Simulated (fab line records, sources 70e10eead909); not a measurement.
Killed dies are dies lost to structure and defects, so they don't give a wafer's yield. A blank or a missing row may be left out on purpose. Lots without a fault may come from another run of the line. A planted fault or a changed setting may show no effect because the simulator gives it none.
fab line records | flow nand_harc
record lots=6 wafers=18 last_day=22
route steps=1159 shown P_M1@296 P_M2@318 END@1159
lots that met no fault: from a run of the same line without faults
start_h: hours from the record's first day to the start of the lot's first wafer shown | wait_h: hours since the lot's step before | " the same as in the row above | L1.1+2: a row that stands for several wafers | - no value, or no start given | * or withheld: withheld | < > ~ a bound
route shown NAME@n: a module of which the file shows steps, and the number in the route of the first | usual: mean/standard deviation of fault-free wafers | same: alike in all rows | chamber/n: place in a boat | sites: the reading at each site | _std_site: their standard deviation | _edge_site: outer sites' mean less inner sites' | radius_mm: how far each site lies from the wafer's centre | mask NAME#n: copy n | behind: the tool/chamber that last shaped the wafer | hold: why the lot was held/for how many hours/how that ended | device: the transistor (n, p or np) that didn't switch | end of line: the same wafers' tests at the end of the route | a step without rows: its recipe alone | killed: dies lost to structure and defects at the first sort, not the wafer's yield | map: a wafer's dies, x killed, . not, _ none there
set.NAME: the setting as run; set.NAME@STEP: as run at that earlier step | model.NAME: the simulator's own value behind a step, which no gauge read
lots at some steps of the route; a table a step, a row a wafer
services: from which hour (start_h, from the record's first day; less than 0 if before it) a tool's chamber was out of use, for how many hours, and why
## steps
# step NHARC_P_M1_OVL_MEAS_10
# recipe pitch_nm=260
# usual overlay_x_nm=0.0/0.96 overlay_y_nm=0.1/0.81
# columns lot.wafer tool chamber start_h wait_h overlay_x_nm overlay_y_nm
L785.3 overlay-02 - 132.16 - -1.5 0.5
L785.4 " - " " -1.0 0.7
L785.5 " - " " -1.5 -0.3
L787.4 overlay-01 - 150.62 - 0.3 -0.4
L787.5 " - " " 0.4 -0.1
L787.6 " - " " 1.1 -0.2
L788.1 overlay-02 - 156.01 - 0.3 0.0
L788.5 " - " " 0.8 0.3
L788.6 " - " " 0.4 0.4
L789.3 overlay-01 - 158.88 - 0.2 -0.5
L789.4 " - " " -0.5 -0.8
L789.5 " - " " 0.2 -0.7
L793.3 overlay-02 - 180.57 - 0.7 -0.7
L793.4 " - " " 0.3 -0.2
L793.5 " - " " 0.2 -0.8
L796.1 overlay-02 - 202.01 - -0.2 -0.1
L796.4 " - " " -0.5 0.1
L796.6 " - " " -0.3 -0.1
# step NHARC_P_M1_INSPECT_11
# usual raw_defect_count=4.2/2.8
# columns lot.wafer tool chamber start_h wait_h raw_defect_count
L785.3 defect_inspect-01 - 132.19 0.0 3
L785.4 " - " " 4
L785.5 " - " " 6
L787.4 defect_inspect-02 - 150.66 0.0 6
L787.5 " - " " 2
L787.6 " - " " 3
L788.1 defect_inspect-02 - 156.05 0.0 5
L788.5 " - " " 7
L788.6 " - " " 5
L789.3 defect_inspect-01 - 158.92 0.0 1
L789.4 " - " " 0
L789.5 " - " " 0
L793.3 defect_inspect-02 - 180.60 0.0 8
L793.4 " - " " 4
L793.5 " - " " 3
L796.1 defect_inspect-02 - 202.05 0.0 5
L796.4 " - " " 2
L796.6 " - " " 2
# step NHARC_P_M1_DESCUM_14
# recipe time_s=3 o2_flow_sccm=200 ar_flow_sccm=0 bias_power_w=0 chemistry=O2
# step NHARC_P_M1_ETCH_35
# recipe target_depth_a=400 overetch_a=120 time_s=43.94 ion_energy_ev=200 n2_flow_sccm=150 h2_flow_sccm=150 ar_flow_sccm=0 rf_w=400 bias_w=150 chemistry=N2/H2
# usual drypump_motor_current_A=5.9/0.43 oes_product_au=0.999/0.0079 rf_vpp_V=431.1/2.1 showerhead_plenum_p_Torr=2.06/0.07 throttle_valve_pct=14.172/0.0093
# columns lot.wafer tool chamber start_h wait_h drypump_motor_current_A oes_product_au rf_hours_counter_h rf_vpp_V showerhead_plenum_p_Torr throttle_valve_pct
L785.3 rie_diel-03 2 132.34 0.1 5.2 1.007 5 430.2 2.06 14.173
L785.4 " 3 " " 6.3 1.005 5 432.0 2.12 14.181
L785.5 " 3 " " 6.3 0.997 - 431.2 2.12 14.183
L787.4 rie_diel-03 0 150.82 0.1 6.2 0.991 8 432.4 2.11 14.175
L787.6 " 2 " " 5.3 0.994 - 430.6 2.06 14.173
L787.5 " 3 " " 6.3 1.001 - 433.2 2.12 14.172
L788.1 rie_diel-10 2 156.20 0.1 5.4 1.012 4 428.8 1.97 14.157
L788.6 " 2 " " 5.4 1.006 - 429.6 1.97 14.192
L788.5 " 3 " " 5.9 1.000 - 427.2 1.93 14.171
L789.3 rie_diel-03 2 159.07 0.1 5.3 1.012 7 432.3 2.06 14.171
L789.4 " 3 " " 6.4 0.996 7 432.5 2.12 14.170
L789.5 " 2 " " 5.3 1.009 - 430.3 2.06 14.160
L793.3 rie_diel-03 0 180.75 0.1 6.2 1.019 9 431.4 2.11 14.175
L793.4 " 1 " " 6.2 1.011 9 429.7 2.05 14.166
L793.5 " 0 " " 6.2 0.999 - 432.1 2.11 14.160
L796.1 rie_diel-03 2 202.21 0.1 5.3 0.993 9 430.7 2.06 14.154
L796.4 " 3 " " 6.4 0.993 9 432.6 2.12 14.170
L796.6 " 2 " " 5.3 0.998 - 431.1 2.06 14.177
# step NHARC_P_M1_ETCH_15
# recipe target_depth_a=1825 time_s=91.2 c4f8_flow_sccm=withheld ar_flow_sccm=400 rf_w=600 bias_w=300 chemistry=C4F8/Ar
# step NHARC_P_M1_CD_MEAS_16
# usual cd_nm=129.9/0.6
# columns lot.wafer tool chamber start_h wait_h cd_nm
L785.3 cd_sem-01 - 132.57 - 130.1
L785.4 " - " " 130.5
L785.5 " - " " 130.0
L787.4 cd_sem-02 - 151.03 - 130.9
L787.5 " - " " 130.2
L787.6 " - " " 130.8
L788.1 cd_sem-03 - 156.43 - 129.3
L788.5 " - " " 129.0
L788.6 " - " " 129.2
L789.3 cd_sem-01 - 159.29 - 129.6
L789.4 " - " " 130.7
L789.5 " - " " 130.4
L793.3 cd_sem-03 - 180.97 - 130.0
L793.4 " - " " 130.6
L793.5 " - " " 129.7
L796.1 cd_sem-02 - 202.43 - 130.0
L796.4 " - " " 129.4
L796.6 " - " " 130.0
# step NHARC_P_M1_STRIP_18
# recipe power_w=1000 n2_flow_sccm=150 h2_flow_sccm=150 ar_flow_sccm=0 bias_w=0 chemistry=N2/H2
# step NHARC_P_M1_ETCH_28
# recipe target_depth_a=300 over_etch_frac=0.3 time_s=72.99 ion_energy_ev=150 cf4_flow_sccm=50 n2_flow_sccm=100 ar_flow_sccm=150 rf_w=300 bias_w=100 chemistry=CF4/N2
# step NHARC_P_M1_STRIP_19
# recipe time_s=600 temp_c=30 chemistry=post_etch_residue_remover
# step NHARC_P_M1_DEGAS_29
# recipe temp_c=250 time_s=60
# usual heater_power_w=351/35
# columns lot.wafer tool chamber start_h wait_h heater_power_w
L785.3 pvd_sputter-03 - 133.29 - 356
L785.4 " - " " 314
L785.5 " - " " 314
L787.4 pvd_sputter-02 - 151.76 - 334
L787.6 " - " " 332
L787.5 " - " " 427
L788.1 pvd_sputter-02 - 157.14 - 336
L788.6 " - " " 348
L788.5 " - " " 410
L789.4 pvd_sputter-02 - 160.02 - 332
L789.3 " - " " 423
L789.5 " - " " 336
L793.3 pvd_sputter-03 - 181.70 - 309
L793.4 " - " " 314
L793.5 " - " " 325
L796.4 pvd_sputter-01 - 203.14 - 369
L796.1 " - " " 413
L796.6 " - " " 406
# step NHARC_P_M1_PRE_CLEAN_30
# recipe time_s=30 temp_c=280 gas=H2/He
# step NHARC_P_M1_PVD_20
# recipe target_thk_a=50 bias_v=168.6 power_w=15000 chamber_pressure_pa=0.12 time_s=8.06 substrate_temp_c=50 material=TaN
# step NHARC_P_M1_PVD_21
# recipe target_thk_a=300 chamber_pressure_pa=5 power_w=5000 substrate_temp_c=30 time_s=20.49 material=Cu
# usual throttle_valve_pct=30.4/1.1
# columns lot.wafer tool chamber start_h wait_h throttle_valve_pct
L785.3 pvd_sputter-03 - 133.52 - 29.6
L785.4 " - " " 30.8
L785.5 " - " " 31.0
L787.4 pvd_sputter-02 - 152.00 - 30.2
L787.6 " - " " 30.9
L787.5 " - " " 30.4
L788.1 pvd_sputter-02 - 157.36 - 30.0
L788.6 " - " " 30.1
L788.5 " - " " 31.0
L789.3 pvd_sputter-02 - 160.25 - 30.6
L789.4 " - " " 30.2
L789.5 " - " " 30.7
L793.3 pvd_sputter-03 - 181.94 - 29.0
L793.4 " - " " 29.7
L793.5 " - " " 28.4
L796.4 pvd_sputter-01 - 203.37 - 28.8
L796.1 " - " " 31.4
L796.6 " - " " 29.3
# step NHARC_P_M1_ECD_22
# recipe target_thk_a=4000 bath_temp_c=25 material=Cu
# step NHARC_P_M1_ANNEAL_31
# recipe temp_c=225 time_s=90
# usual wafer_temp_C_max=225.83/0.23
# columns lot.wafer tool chamber start_h wait_h wafer_temp_C_max
L785.3 rtp_anneal-01 0 134.16 - 226.18
L785.4 " 0 " " 225.81
L785.5 " 0 " " 225.94
L787.4 rtp_anneal-02 0 152.66 0.4 225.66
L787.5 " 0 " " 225.67
L787.6 " 0 " " 225.85
L788.1 rtp_anneal-01 0 157.87 - 225.97
L788.5 " 0 " " 225.85
L788.6 " 0 " " 226.11
L789.3 rtp_anneal-01 0 160.86 0.3 225.84
L789.4 " 0 " " 226.27
L789.5 " 0 " " 226.55
L793.3 rtp_anneal-01 0 182.71 0.4 225.72
L793.4 " 0 " " 225.75
L793.5 " 0 " " 226.02
L796.1 rtp_anneal-02 0 203.88 - 225.66
L796.4 " 0 " " 225.50
L796.6 " 0 " " 225.87
# step NHARC_P_M1_CMP_23
# recipe t_overpolish_s=20 target_thk_nm=157.82
# step NHARC_P_M1_SRD_25
# step NHARC_P_M1_PRE_CLEAN_32
# recipe time_s=12 temp_c=370 rf_power_w=300 gas=NH3
# step NHARC_P_M1_DEP_33
# recipe target_thk_a=300 temp_c=370 target_thk_nm=30 pressure_torr=3 flow_sccm=200 rf_w=450 material=SiCN
# usual heater_power_outer_w=363/60 heater_power_w=610/75
# columns lot.wafer tool chamber start_h wait_h heater_power_outer_w heater_power_w
L785.3 pecvd-02 0 135.11 0.1 407 652
L785.4 " 1 " " 399 676
L785.5 " 0 " " 413 662
L787.6 pecvd-04 0 153.60 0.2 257 474
L787.5 " 1 " " 326 574
L787.4 " 2 " " 321 563
L788.1 pecvd-03 1 158.84 0.1 393 642
L788.5 " 2 " " 284 537
L788.6 " 0 " " 350 569
L789.3 pecvd-04 2 161.71 0.1 343 618
L789.4 " 2 " " 355 617
L789.5 " 1 " " 339 584
L793.3 pecvd-04 2 183.64 0.1 408 699
L793.5 " 1 " " 393 639
L793.4 " 0 " " 232 430
L796.1 pecvd-02 1 204.88 0.1 368 619
L796.6 " 0 " " 386 632
L796.4 " 2 " " 304 529
# step NHARC_P_M2_DEP_00
# recipe target_thk_a=1825 target_thk_nm=182.5 temp_c=withheld pressure_torr=5 flow_sccm=200 rf_w=600 material=SiOC
# step NHARC_P_M2_DEHYDRATE_01
# recipe temp_c=150 time_s=120
# step NHARC_P_M2_HMDS_02
# recipe time_s=30
# step NHARC_P_M2_COAT_34
# recipe temp_c=200 time_s=65
# step NHARC_P_M2_COAT_03
# recipe spin_rpm=1500 resist_thk_nm=90
# step NHARC_P_M2_SOFTBAKE_04
# recipe temp_c=105 time_s=55
# step NHARC_P_M2_EBR_05
# step NHARC_P_M2_EXPOSE_06
# recipe na=1.35 target_cd_nm=170 dose_mj=80.78 mask_id=P_M2
# step NHARC_P_M2_PEB_07
# recipe peb_temp_c=100 peb_time_s=65
# step NHARC_P_M2_DEVELOP_08
# recipe develop_time_s=35 dev_temp_c=23
# step NHARC_P_M2_CD_MEAS_09
# recipe target_cd_nm=170 landing_energy_ev=500
# usual cd_nm=170.2/0.48
# columns lot.wafer tool chamber start_h wait_h cd_nm
L785.3 cd_sem-01 0 136.28 - 170.0
L785.4 " 0 " " 169.7
L785.5 " 0 " " 169.5
L787.4 cd_sem-02 0 154.71 - 169.9
L787.5 " 0 " " 170.3
L787.6 " 0 " " 169.9
L788.1 cd_sem-03 0 160.07 - 170.4
L788.5 " 0 " " 170.7
L788.6 " 0 " " 170.5
L789.3 cd_sem-01 0 162.99 - 170.2
L789.4 " 0 " " 169.1
L789.5 " 0 " " 169.3
L793.3 cd_sem-01 0 184.85 - 170.3
L793.4 " 0 " " 170.2
L793.5 " 0 " " 170.1
L796.1 cd_sem-02 0 206.09 - 170.1
L796.4 " 0 " " 169.4
L796.6 " 0 " " 169.7
# step NHARC_P_M2_OVL_MEAS_10
# recipe pitch_nm=340
# usual overlay_x_nm=-0.2/0.81 overlay_y_nm=-0.1/0.74
# columns lot.wafer tool chamber start_h wait_h overlay_x_nm overlay_y_nm
L785.3 overlay-02 - 136.36 - -0.3 -1.9
L785.4 " - " " -0.9 -1.4
L785.5 " - " " 0.2 -1.4
L787.4 overlay-01 - 154.79 - -0.8 1.2
L787.5 " - " " -1.5 0.8
L787.6 " - " " -1.0 1.6
L788.1 overlay-02 - 160.16 - 0.9 0.3
L788.5 " - " " 0.3 0.3
L788.6 " - " " 0.3 0.6
L789.3 overlay-02 - 163.08 - -0.8 -0.6
L789.4 " - " " -0.8 -0.5
L789.5 " - " " -0.5 -0.9
L793.3 overlay-01 - 184.93 - 0.3 -0.2
L793.4 " - " " -0.1 -0.2
L793.5 " - " " 0.2 -0.4
L796.1 overlay-01 - 206.18 - 0.4 0.5
L796.4 " - " " -0.1 0.8
L796.6 " - " " 0.6 0.5
# step NHARC_P_M2_DESCUM_14
# recipe time_s=3 o2_flow_sccm=200 ar_flow_sccm=0 bias_power_w=0 chemistry=O2
# step NHARC_P_M2_ETCH_35
# recipe target_depth_a=400 overetch_a=120 time_s=43.94 ion_energy_ev=200 n2_flow_sccm=150 h2_flow_sccm=150 ar_flow_sccm=0 rf_w=400 bias_w=150 chemistry=N2/H2
# step NHARC_P_M2_ETCH_15
# recipe target_depth_a=1825 time_s=91.2 c4f8_flow_sccm=withheld ar_flow_sccm=400 rf_w=600 bias_w=300 chemistry=C4F8/Ar
# step NHARC_P_M2_CD_MEAS_16
# usual cd_nm=170.1/0.64
# columns lot.wafer tool chamber start_h wait_h cd_nm
L785.3 cd_sem-01 - 136.78 - 169.7
L785.4 " - " " 169.4
L785.5 " - " " 169.2
L787.4 cd_sem-02 - 155.23 - 169.8
L787.5 " - " " 169.8
L787.6 " - " " 168.9
L788.1 cd_sem-01 - 160.56 - 170.6
L788.5 " - " " 170.6
L788.6 " - " " 170.7
L789.3 cd_sem-01 - 163.48 - 169.7
L789.4 " - " " 169.1
L789.5 " - " " 169.2
L793.3 cd_sem-02 - 185.34 - 170.2
L793.4 " - " " 170.4
L793.5 " - " " 170.1
L796.1 cd_sem-01 - 206.58 - 170.3
L796.4 " - " " 169.3
L796.6 " - " " 170.0
# step NHARC_P_M2_STRIP_18
# recipe power_w=1000 n2_flow_sccm=150 h2_flow_sccm=150 ar_flow_sccm=0 bias_w=0 chemistry=N2/H2
# step NHARC_P_M2_ETCH_28
# recipe target_depth_a=300 over_etch_frac=0.3 time_s=72.99 ion_energy_ev=150 cf4_flow_sccm=50 n2_flow_sccm=100 ar_flow_sccm=150 rf_w=300 bias_w=100 chemistry=CF4/N2
# usual drypump_motor_current_A=5.6/0.38 oes_product_au=1.000/0.0071 rf_vpp_V=313.3/2 showerhead_plenum_p_Torr=2.57/0.11 throttle_valve_pct=19.794/0.0089
# columns lot.wafer tool chamber start_h wait_h drypump_motor_current_A oes_product_au rf_hours_counter_h rf_vpp_V showerhead_plenum_p_Torr throttle_valve_pct
L785.3 rie_diel-09 0 - - 5.8 0.998 2 314.4 2.58 19.797
L785.4 " 1 " " 5.9 1.004 2 316.4 2.75 19.789
L785.5 " 3 " " 5.5 0.995 - 312.6 2.46 19.800
L787.4 rie_diel-09 0 - - 5.8 0.992 3 313.3 2.58 19.782
L787.5 " 2 " " 5.6 0.992 - 313.1 2.52 19.797
L787.6 " 3 " " 5.5 1.002 - 310.9 2.46 19.792
L788.1 rie_diel-09 2 - - 5.6 0.996 3 311.9 2.52 19.786
L788.6 " 3 " " 5.4 0.996 - 311.2 2.46 19.797
L788.5 " 0 " " 5.8 0.998 - 313.1 2.58 19.781
L789.4 rie_diel-09 2 - - 5.6 0.990 4 311.3 2.52 19.778
L789.3 " 3 " " 5.4 0.998 4 311.0 2.46 19.794
L789.5 " 2 " " 5.6 1.002 - 312.3 2.52 19.799
L793.3 rie_diel-09 1 - - 6.0 1.011 4 315.4 2.75 19.785
L793.4 " 2 " " 5.6 0.984 4 313.5 2.52 19.801
L793.5 " 1 " " 5.9 1.011 - 316.6 2.75 19.800
L796.1 rie_diel-09 2 - - 5.6 0.989 5 312.6 2.52 19.795
L796.4 " 3 " " 5.5 0.995 5 311.6 2.46 19.810
L796.6 " 2 " " 5.6 0.991 - 311.9 2.52 19.792
# step NHARC_P_M2_STRIP_19
# recipe time_s=600 temp_c=30 chemistry=post_etch_residue_remover
# step NHARC_END_SORT_01
# recipe temp_c=25
# usual defect_limited_yield=95.0/1.7 killed_at_array=29/12 killed_at_other=0.7/1 killed_at_periphery=4/3.2 killed_dies=34/12 killed_open=3.4/2 killed_short=1.8/1.3 sort_bin_2_pct=1.6/0.7 sort_bin_3_pct=0.26/0.23 sort_bin_4_pct=3.1/1.1 sort_n_pass=643/12 sort_rim_yield_pct=96.4/2.6 sort_yield_pct=95.0/1.7
# same gross_dies=677 sort_bin_5_pct[%]=0 sort_bin_6_pct[%]=0 sort_bin_7_pct[%]=0 sort_bin_8_pct[%]=0 sort_rim_n_gross=106.00
# columns lot.wafer tool chamber start_h wait_h defect_limited_yield[%] killed_at_array killed_at_other killed_at_periphery killed_dies killed_open killed_short sort_bin_2_pct[%] sort_bin_3_pct[%] sort_bin_4_pct[%] sort_n_pass sort_rim_yield_pct[%] sort_yield_pct[%]
L785.3 prober-02 0 470.24 3.1 97.5 15 0 2 17 1 2 0.9 0 1.6 660 99.1 97.5
L785.4 prober-02 0 471.03 3.3 96.5 23 1 0 24 5 1 1.0 0.15 2.4 653 94.3 96.5
L785.5 prober-02 0 471.82 3.6 97.3 16 1 1 18 1 1 0.6 0 2.1 659 92.5 97.3
L789.4 prober-02 0 482.69 3.3 86.3 17 0 76 93 3 1 6.5 1.92 5.3 584 90.6 86.3
L788.1 prober-01 0 489.53 2.4 88.9 10 2 63 75 5 1 5.8 1.33 4.0 602 92.5 88.9
L788.5 prober-01 0 492.71 3.7 97.2 10 0 9 19 5 0 0.7 0.30 1.8 658 98.1 97.2
L788.6 prober-01 0 493.51 4.0 87.7 12 0 71 83 4 1 5.6 1.77 4.9 594 93.4 87.7
# killed by level:class
L785.3 A_CHANNEL_HOLE_D1:chamber_film_flake=10 A_CONTACT:chamber_film_flake=2 P_M2:geometric_particle:short=1 A_WL_FILL:geometric_particle:short=1 A_BLC:geometric_particle:open=1 P_GATE:chamber_film_flake=1 A_SLIT:chamber_film_flake=1
L785.4 A_CHANNEL_HOLE_D1:chamber_film_flake=8 A_STAIRCASE:chamber_film_flake=4 A_M0:chamber_film_flake=3 A_CONTACT:geometric_particle:open=2 A_CONTACT:chamber_film_flake=2 A_CHANNEL_FILL_D1:geometric_particle:open=1 A_SGD_CUT:geometric_particle:open=1 A_WL_FILL:geometric_particle:short=1
L785.5 A_CHANNEL_HOLE_D1:chamber_film_flake=9 A_CONTACT:chamber_film_flake=4 A_WL_FILL:geometric_particle:open=1 A_M1:geometric_particle:short=1 P_BONDPAD:chamber_film_flake=1 A_STAIRCASE:chamber_film_flake=1 HYBRID_BOND:latent=1
L789.4 P_M1:unspecified=73 A_SLIT:chamber_film_flake=9 P_M0:geometric_particle:open=2 A_BONDPAD:chamber_film_flake=2 A_CHANNEL_HOLE_D1:chamber_film_flake=2 A_CONTACT:chamber_film_flake=2 A_WL_FILL:geometric_particle:short=1 A_CONTACT:geometric_particle:open=1
L788.1 P_M1:unspecified=58 A_STAIRCASE:chamber_film_flake=4 P_M2:chamber_film_flake=3 A_ONON_D1:geometric_particle:open=2 A_CONTACT:chamber_film_flake=2 P_CONTACT:geometric_particle:short=1 A_WL_FILL:geometric_particle:open=1 A_M0:geometric_particle:open=1
L788.5 P_M2:chamber_film_flake=5 A_STAIRCASE:chamber_film_flake=4 A_CHANNEL_HOLE_D1:chamber_film_flake=3 P_M2:geometric_particle:open=2 A_CONTACT:geometric_particle:open=2 P_CONTACT:chamber_film_flake=2 A_SGD_CUT:geometric_particle:open=1
L788.6 P_M1:unspecified=64 A_CHANNEL_HOLE_D1:chamber_film_flake=5 P_M2:chamber_film_flake=3 A_ONON_D1:geometric_particle:open=2 P_CONTACT:chamber_film_flake=2 P_GATE:geometric_particle:open=1 A_WL_FILL:geometric_particle:short=1 A_M0:geometric_particle:open=1
# map L788.6 (x killed, . not)
____________.____________
_________......._________
_______..........._______
______.............______
_____..............._____
____.................____
____.................____
___...................___
___..x................___
__.................x...__
__.....................__
_..x...................._
_......................._
_......................._
_......................._
_....x.................._
.........................
.........................
...............x.........
............x............
.................x.......
_......................._
_..................x...._
_......................._
_.....x.........xx......_
_...x...x...x.......x..._
__........xxxxx..x.....__
__.......xxxx.x.x......__
___.......xxxx.x......___
___.....xxxxxxx.......___
____.....xxxxxxx.....____
____x.xxxxxxxxxx.....____
_____..x.xxxxxxx...._____
______..xxxxxxx....______
_______..xxxxxx..._______
_________.xxxx.._________
____________x____________
# map L789.4 (x killed, . not)
____________.____________
_________......._________
_______..........._______
______.............______
_____..............._____
____.................____
____.................____
___..x................___
___...................___
__............x........__
__.....................__
_......................._
_.............x........._
_............x.........._
_......................._
_......................._
.........................
.........................
....................x....
....................x..x.
.........................
_...........x.......x..._
_..................x...._
_......................._
_........x........x....._
_.........x.xx..x.x.x..._
__........x.x......x...__
__......x.xxxxxx..x....__
___......xxxxxx.......___
___.....xxxxxxxx......___
____...xxxxxxxx.x....____
____x...xxxxxxxx.....____
_____..xxxxxxxxxx..._____
______..xxxxxxxx...______
_______..xxxxxxxx._______
_________xxxxx.._________
____________x____________
## services
# columns tool chamber start_h hours kind
rie_diel-09 0 110.60 - clean
rie_diel-09 1 110.60 - clean
rie_diel-09 2 110.60 - clean
rie_diel-09 3 110.60 - clean
pecvd-03 - 111.22 13.0 pm
pecvd-04 1 128.65 9.8 repair
pvd_sputter-02 - 128.88 6.6 repair
rie_diel-09 0 135.10 - clean
rie_diel-09 1 135.10 - clean
rie_diel-09 2 135.10 - clean
rie_diel-09 3 135.10 - clean
rie_diel-09 0 144.79 3.3 repair
rie_diel-10 - 151.66 0.2 repair
pecvd-02 - 153.24 13.0 pm
rie_diel-09 1 157.88 4.2 repair
rie_diel-09 0 159.65 - clean
rie_diel-09 2 159.65 - clean
rie_diel-09 0 168.54 1.2 repair
pvd_sputter-01 - 171.17 10.0 pm
pecvd-04 - 172.91 1.1 repair
rie_diel-10 - 176.50 9.0 pm
pvd_sputter-03 - 185.58 1.2 repair
pecvd-04 - 195.00 13.0 pm
pvd_sputter-03 - 204.83 6.3 repair
## key
first_sign step=NHARC_END_SORT_01 reading=killed_at_periphery direction=up sigmas=21 usual=4 struck=70
effect step=NHARC_END_SORT_01 reading=defect_limited_yield direction=down sigmas=4.3 usual=95.0 struck=87.6
more_kills_born_at NHARC_P_M1_PVD_21@pvd_sputter-02=195
met_at NHARC_P_M1_PVD_21
struck_wafers L788.1,L788.6,L789.4
onset_between 152.00 157.36
fault kind=chamber_particle_source tool=pvd_sputter-02 chamber=- onset_h=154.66 steps=NHARC_P_M1_PVD_21 rate_per_visit_cm2=0.44707 scope=struck_wafers_only
